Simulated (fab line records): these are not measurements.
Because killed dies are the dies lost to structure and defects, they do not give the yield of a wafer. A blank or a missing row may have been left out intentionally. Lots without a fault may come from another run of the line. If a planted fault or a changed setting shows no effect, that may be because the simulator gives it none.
Problem report in the 8D (eight disciplines) form, filled by code + flow nand-harc + the parts of the form that need people (team, actions taken, sign-off) are left out

== 1. WHAT IS WRONG ==
killed-at-array at NHARC_END_SORT_01 reads a mean of 672 on 9 wafers of 3 lots; wafers without a fault read 25 with a standard deviation of 9.2. Measured from the usual mean, that is +70 standard deviations.
Seen first at day 20 22:08 on prober-02, wafer L982.1. Wafers with a number at this step in the record: 9, from 3 lots. Rule for "out", or "out of limits": more than 4 standard deviations from the usual mean. Any other wafer with a number is counted as sound.

== 2. WHAT THIS IS AND IS NOT ==
| question                    | is                           | is not                                             |
|-----------------------------|------------------------------|----------------------------------------------------|
| which readings at this step | killed-at-array, killed-dies | killed-at-other, killed-at-periphery, killed-short |
| which lots                  | L981, L982, L983             | -                                                  |
| which wafers of those lots  | all that have a number       | -                                                  |
| read on which gauges        | prober-01, prober-02         | -                                                  |
| when                        | from day 20 22:08            | up to then (0 sound wafers)                        |

== 3. WHAT RULES OUT EACH SUSPECT ==
Counting: a tool stays on the suspect list if, at a process step up to the reading, it processed all lots that are out and no sound lot following the first of them.
- ruled out: the gauge at NHARC_END_SORT_01. The wafers that are out were read on 2 gauges (prober-01, prober-02).
- rie-diel-03 at NHARC_A_CONTACT_ETCH_92 (etches the open film in CH3F/O2, target depth 40 nm, time 85.7 s): kept. It ran every lot that is out, first L982 (day 18 20:53), and no sound lot after that.
Left after counting: rie-diel-03 at NHARC_A_CONTACT_ETCH_92.

== 4. THE CAUSE (what the simulator had put in) ==
Beginning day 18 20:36, the whole step at NHARC_A_CONTACT_ETCH_92 was skipped on rie-diel-03. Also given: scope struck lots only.
This tool alone remained once counting was done.

== 5. SEQUENCE OF EFFECTS, ordered by route ==
Each row: a reading whose mean over the struck wafers that have a number lies more than 3 standard deviations from the usual. Only readings whose record carries a usual standard deviation are examined. hours: median over the lots of the time between each lot's start at the first step of this table that gives one and its start at this step. sigmas: the change, counted in usual standard deviations.
| hours | step              | reading         | usual | on struck wafers | change | sigmas |
|-------|-------------------|-----------------|-------|------------------|--------|--------|
| 0     | NHARC_END_SORT_01 | killed-at-array | 25    | 672              | +647   | +70    |
| 0     | NHARC_END_SORT_01 | killed-dies     | 29    | 677              | +648   | +68    |
Readings that are blank on the struck wafers while sound wafers have them: bias-w at NHARC_A_CONTACT_ETCH_92; ch3f-flow-sccm at NHARC_A_CONTACT_ETCH_92; drypump-motor-current-A at NHARC_A_CONTACT_ETCH_92; mfc-ar-sccm at NHARC_A_CONTACT_ETCH_92; oes-product-au at NHARC_A_CONTACT_ETCH_92; rf-vpp-V at NHARC_A_CONTACT_ETCH_92; showerhead-plenum-p-Torr at NHARC_A_CONTACT_ETCH_92; throttle-valve-pct at NHARC_A_CONTACT_ETCH_92.

== 6. WHAT WOULD HAVE CAUGHT IT SOONER ==
The first out-of-limits reading at a measuring or inspecting step in this record came at day 20 22:08, 50 hours after the fault's start at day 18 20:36.
At NHARC_A_CONTACT_ETCH_92 the tool's readings are blank on the struck wafers, where sound wafers have them: an empty tool record is the first sign, and it was there at once.
By day 20 22:08, every lot that is out (3) had started NHARC_A_CONTACT_ETCH_92 on rie-diel-03. Had the tool been put on hold then, not one of them would have been saved.
